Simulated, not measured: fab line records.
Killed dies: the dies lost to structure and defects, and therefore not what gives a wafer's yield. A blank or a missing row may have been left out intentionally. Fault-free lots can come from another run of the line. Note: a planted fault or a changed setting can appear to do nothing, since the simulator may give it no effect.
Matching of chambers + flow nandHarc + 4 sister chambers for NHARC_A_SGD_CUT_ETCHBACK_24 on rieDiel-06
The step etches the open film in CH3F/O2, target depth 50 nm, time 92.857 s. 8 wafers are shown with their chamber, then 9 later ones without.

WAFERS, EACH WITH ITS CHAMBER
| wafer  | chamber | showerheadPlenumPTorr (Torr) | rfVppV (V) |
|--------|---------|------------------------------|------------|
| L078.1 | 3       | 2.30                         | 243.1      |
| L084.3 | 1       | 2.63                         | 246.5      |
| L084.5 | 2       | 2.64                         | 246.9      |
| L081.1 | 2       | 2.64                         | 246.8      |
| L081.2 | 3       | 2.30                         | 242.2      |
| L089.2 | 1       | 2.62                         | 246.4      |
| L089.3 | 0       | 2.50                         | 243.6      |
| L089.6 | 0       | 2.50                         | 246.0      |

WAFERS WHOSE CHAMBER IS MISSING
| wafer  | showerheadPlenumPTorr (Torr) | rfVppV (V) |
|--------|------------------------------|------------|
| L091.1 | 2.64                         | 246.4      |
| L091.2 | 2.30                         | 242.9      |
| L091.3 | 2.50                         | 245.1      |
| L092.3 | 2.30                         | 243.1      |
| L092.4 | 2.62                         | 247.0      |
| L092.6 | 2.64                         | 246.9      |
| L094.1 | 2.64                         | 248.1      |
| L094.3 | 2.30                         | 242.5      |
| L094.4 | 2.50                         | 245.0      |

CHAMBER TAKEN BY EACH
| wafer  | from the rows above | in truth |
|--------|---------------------|----------|
| L091.1 | 2                   | 2        |
| L091.2 | 3                   | 3        |
| L091.3 | 0                   | 0        |
| L092.3 | 3                   | 3        |
| L092.4 | 1                   | 1        |
| L092.6 | 2                   | 2        |
| L094.1 | 2                   | 2        |
| L094.3 | 3                   | 3        |
| L094.4 | 0                   | 0        |
Correctly placed: 9 of 9. Not placeable from these rows: 0. 0 placed wrongly.
How it was worked out, from the rows above alone: a wafer's distance from a chamber is the root of the sum, over the readings, of the square of ((its reading less the chamber's mean) divided by the reading's scatter). The wafer belongs to the nearest chamber; if the next one is less than 2 further off, it can't be placed. For every chamber, the mean is computed from those of its wafers that are shown. The scatter is the square root of a quotient: the sum, over the shown wafers, of each reading's squared deviation from its chamber's mean, divided by wafers minus chambers.
